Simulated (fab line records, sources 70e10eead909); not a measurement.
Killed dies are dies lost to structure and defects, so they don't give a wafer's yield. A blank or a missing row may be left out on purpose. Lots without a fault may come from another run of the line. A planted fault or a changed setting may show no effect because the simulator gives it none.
Chamber matching | flow nand_harc | NHARC_P_BONDPAD_STRIP_15 on rie_diel-05: 4 sister chambers
The step strips in O2. 4 wafers are shown with their chamber, then 12 later ones without.

WAFERS WITH THEIR CHAMBER
wafer  | chamber | drypump_motor_current_A (A)
L083.2 | 0       | 6.2
L090.6 | 3       | 5.7
L091.5 | 1       | 6.6
L091.6 | 2       | 5.0

WAFERS WITHOUT THEIR CHAMBER
wafer  | drypump_motor_current_A (A)
L092.1 | 5.6
L092.2 | 5.0
L092.4 | 5.0
L093.1 | 6.6
L093.3 | 5.0
L093.4 | 6.2
L095.1 | 6.6
L095.2 | 5.7
L095.3 | 5.0
L096.2 | 5.0
L096.4 | 5.0
L096.6 | 6.6

WHICH CHAMBER EACH WENT THROUGH
wafer  | from the rows above | in truth
L092.1 | 3                   | 3
L092.2 | 2                   | 2
L092.4 | 2                   | 2
L093.1 | 1                   | 1
L093.3 | 2                   | 2
L093.4 | 0                   | 0
L095.1 | 1                   | 1
L095.2 | 3                   | 3
L095.3 | 2                   | 2
L096.2 | 2                   | 2
L096.4 | 2                   | 2
L096.6 | 1                   | 1
Placed correctly: 12 of 12. Can't be placed from these rows: 0. Placed wrongly: 0.
How it was worked out, from the rows above alone: a wafer's distance from a chamber is the root of the sum, over the readings, of the square of ((its reading less the chamber's mean) divided by the reading's scatter). The wafer belongs to the nearest chamber; if the next one is less than 2 further off, it can't be placed. A chamber's mean is the mean of its shown wafers. The scatter: with one shown wafer a chamber, the root of the mean of the squares of how far each hidden wafer lies from its nearest shown one.
